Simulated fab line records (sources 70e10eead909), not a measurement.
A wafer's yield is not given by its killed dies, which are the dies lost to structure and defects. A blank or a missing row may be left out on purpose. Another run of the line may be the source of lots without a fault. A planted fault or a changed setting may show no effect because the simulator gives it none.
A lot that was struck, set against a sound lot | flow nandHarc | 15 out of 1159 route steps
Sound: wafers L186.1, L186.2, L186.4. Struck: wafer L181.3. (L181.2, L181.5 of the same lot were not struck and are left out.) The cause comes at the end.
Each step with rows lists, per side, the tool, then ch with its chambers, then its first start. Under that, the readings that differ: sound wafers | struck wafers | difference of the means | sigmas: that difference in standard deviations of wafers without a fault.
alike: readings with means less than 2 such deviations apart, plus words and numbers identical on both sides. not compared: withheld readings, readings lacking a value on some wafer, bounds such as >300 that could conceal the same value, and numbers that have no deviation in the record and whose values overlap.
Wherever a step has rows on one side only, a row that says differs or no value, or a row with sigmas, the two part there. Non-overlapping numbers with no deviation appear without sigmas and do not part them. A reading missing from all wafers of one side parts the sides only when that side holds two or more wafers.

first, 5 steps without rows for these wafers: NHARC_A_CONTACT_SOFTBAKE_03 (time 55 s); NHARC_A_CONTACT_EBR_04; NHARC_A_CONTACT_EXPOSE_05 (exposes mask A CC); NHARC_A_CONTACT_PEB_06 (peb time 65 s); NHARC_A_CONTACT_DEVELOP_07 (develop time 35 s).
NHARC_A_CONTACT_CD_MEAS_08 targets a cd of 100 nm.
  sound on cdSem-03 ch 0, day 21 13:39; struck on cdSem-02 ch 0, day 19 21:13
  alike: cdNm
NHARC_A_CONTACT_OVL_MEAS_09:
  sound on overlay-01 at day 21 13:44; struck on overlay-01 at day 19 21:18
reading         | sound          | struck | difference | sigmas
overlayXNm (nm) | -0.8 -0.9 -0.8 | 1.0    | +1.8       | +2
  alike: overlayYNm
NHARC_A_CONTACT_INSPECT_10:
  sound on defectInspect-02 at day 21 13:46; struck on defectInspect-02 at day 19 21:20
  alike: rawDefectCount
NHARC_A_CONTACT_DESCUM_13: chemistry O2, time 3 s.
  sound on rieDiel-03 ch 1,2,3, day 21 13:50; struck on rieDiel-08 ch 1, day 19 21:26
reading             | sound    | struck | difference | sigmas
rfHoursCounterH (h) | 18 18 18 | 55     | +37        | 
  alike: drypumpMotorCurrentA, oesProductAu, rfVppV, showerheadPlenumPTorr, throttleValvePct
NHARC_A_CONTACT_ETCH_88: etches the open film in CF4, target depth 39 nm, time 65 s.
  sound on rieDiel-03 ch 0,2,3, day 21 13:55; struck on rieDiel-08 ch 3, day 19 21:31
reading             | sound             | struck | difference | sigmas
oesProductAu (a.u.) | 0.999 0.996 0.996 | 1.027  | +0.030     | +2
rfHoursCounterH (h) | 18 14 18          | 53     | +36        | 
  alike: drypumpMotorCurrentA, rfVppV, showerheadPlenumPTorr, throttleValvePct
NHARC_A_CONTACT_ETCH_89: etches the open film in N2/H2, target depth 260 nm, time 475.3 s.
  sound: rieDiel-03 ch 0,2,3; struck: rieDiel-08 ch 3
reading             | sound             | struck | difference | sigmas
oesProductAu (a.u.) | 0.994 1.007 0.994 | 1.026  | +0.028     | +2
rfHoursCounterH (h) | 18 18 14          | 53     | +36        | 
  alike: drypumpMotorCurrentA, rfVppV, showerheadPlenumPTorr, throttleValvePct
NHARC_A_CONTACT_ETCH_30: etches the open film in CF4/CHF3, target depth 60.5 nm, time 30.2 s.
  sound: rieDiel-03 ch 0,1,2; struck: rieDiel-08 ch 0
reading             | sound             | struck | difference | sigmas
oesProductAu (a.u.) | 0.960 0.977 0.996 | 0.903  | -0.075     | -5
rfHoursCounterH (h) | 18 14 18          | 50     | +33        | 
  alike: drypumpMotorCurrentA, rfVppV, showerheadPlenumPTorr, throttleValvePct
NHARC_A_CONTACT_ETCH_31: etches the open film in O2/COS, target depth 2000 nm, time 520 s.
  sound on rieDiel-03 ch 0,1,2, day 21 14:26; struck on rieDiel-08 ch 1, day 19 22:17
reading             | sound             | struck | difference | sigmas
oesProductAu (a.u.) | 1.001 1.012 0.993 | 0.833  | -0.169     | -15
rfHoursCounterH (h) | 14 18 19          | 55     | +38        | 
  alike: drypumpMotorCurrentA, rfVppV, showerheadPlenumPTorr, throttleValvePct
NHARC_A_CONTACT_ETCH_134: etches the open film in C4F8/O2/Ar, time 140 s, target depth 700 nm.
  sound on harCapEtch-01 ch 0,1, day 21 14:49; struck on harCapEtch-03 ch 0, day 19 22:47
  not compared: rfHoursCounterH
-- break in the record here, with 3 days between the starts of the struck wafers on either side (left off in module A_CONTACT, picked up again in module END, where the first step shown is number 1159 on the route) --
NHARC_END_SORT_01:
  sound on prober-01 ch 0, day 24 08:13; struck on prober-01 ch 0, day 22 15:22
reading       | sound    | struck                  | difference                   | sigmas
hold          | - - -    | awaitDispo/4.3h/release | no value on the sound wafers | 
killedAtArray | 27 24 35 | 675                     | +646                         | +59
killedDies    | 32 29 44 | 677                     | +642                         | +58
  alike: killedAtOther, killedAtPeriphery, killedOpen, killedShort

WHERE THEY PART
Last at NHARC_END_SORT_01 as far as this record goes, first at NHARC_A_CONTACT_OVL_MEAS_09.

WHY: what had been put in by the simulator
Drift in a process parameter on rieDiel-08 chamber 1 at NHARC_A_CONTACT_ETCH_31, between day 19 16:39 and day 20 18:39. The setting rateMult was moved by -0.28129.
